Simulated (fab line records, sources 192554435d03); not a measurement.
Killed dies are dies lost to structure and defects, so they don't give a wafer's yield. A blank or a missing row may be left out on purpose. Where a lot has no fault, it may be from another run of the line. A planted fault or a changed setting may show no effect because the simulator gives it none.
Matching of chambers | flow n5_finfet | N5_HKMG_FIN_ETCH_32 on rie_diel-06 has 4 sister chambers
The step etches SOC in N2/H2, target depth 240 nm, time 300 s. 16 wafers are shown with their chamber, then 8 later ones without.

== WAFERS WITH THEIR CHAMBER ==
wafer  | chamber | drypump_motor_current_A (A) | showerhead_plenum_p_Torr (Torr) | throttle_valve_pct (%)
L075.3 | 3       | 6.7                         | 2.62                            | 17.88
L075.4 | 1       | 5.1                         | 2.51                            | 17.73
L075.6 | 3       | 6.6                         | 2.62                            | 17.88
L076.1 | 1       | 5.1                         | 2.51                            | 17.74
L076.3 | 3       | 6.7                         | 2.62                            | 17.89
L076.5 | 3       | 6.7                         | 2.62                            | 17.86
L080.3 | 0       | 5.0                         | 2.71                            | 17.41
L080.4 | 2       | 6.4                         | 2.40                            | 18.29
L080.6 | 1       | 5.1                         | 2.51                            | 17.76
L081.3 | 2       | 6.4                         | 2.40                            | 18.29
L081.4 | 0       | 5.0                         | 2.71                            | 17.42
L081.5 | 3       | 6.6                         | 2.61                            | 17.91
L087.1 | 0       | 5.0                         | 2.70                            | 17.44
L087.4 | 3       | 6.6                         | 2.60                            | 17.94
L087.5 | 1       | 5.1                         | 2.50                            | 17.81
L090.2 | 1       | 5.1                         | 2.50                            | 17.79

SIGNATURES (averages over the wafers above)
reading                  | chamber 0 | chamber 1 | chamber 2 | chamber 3 | scatter within a chamber
drypump_motor_current_A  | 5.000     | 5.100     | 6.400     | 6.650     | 0.0354
showerhead_plenum_p_Torr | 2.7067    | 2.5060    | 2.4000    | 2.6150    | 0.00669
throttle_valve_pct       | 17.4233   | 17.7660   | 18.2900   | 17.8933   | 0.0273
Rule: a wafer lies at a distance from a chamber equal to the root of the sum of squares, over the readings, of (its reading less the chamber's mean, divided by the reading's scatter). If the next closest chamber is less than 2 further off than the closest, the wafer can't be placed; otherwise it belongs to the closest. The scatter: take each reading less its chamber's mean, square it, sum over the shown wafers, divide by the number of wafers less the number of chambers, and take the root.

== WAFERS WHOSE CHAMBER IS MISSING ==
wafer  | drypump_motor_current_A (A) | showerhead_plenum_p_Torr (Torr) | throttle_valve_pct (%)
L090.4 | 5.1                         | 2.50                            | 17.80
L090.5 | 5.0                         | 2.70                            | 17.45
L092.4 | 5.0                         | 2.70                            | 17.45
L092.5 | 6.6                         | 2.60                            | 17.96
L092.6 | 5.1                         | 2.50                            | 17.80
L093.1 | 6.6                         | 2.60                            | 17.94
L093.2 | 5.1                         | 2.50                            | 17.81
L093.6 | 5.1                         | 2.50                            | 17.82

== CHAMBER TAKEN BY EACH ==
wafer  | from the rows above | in truth
L090.4 | 1                   | 1
L090.5 | 0                   | 0
L092.4 | 0                   | 0
L092.5 | 3                   | 3
L092.6 | 1                   | 1
L093.1 | 3                   | 3
L093.2 | 1                   | 1
L093.6 | 1                   | 1
Correct placement for 8 of the 8. From these rows, 0 cannot be placed. Wrongly placed: 0.
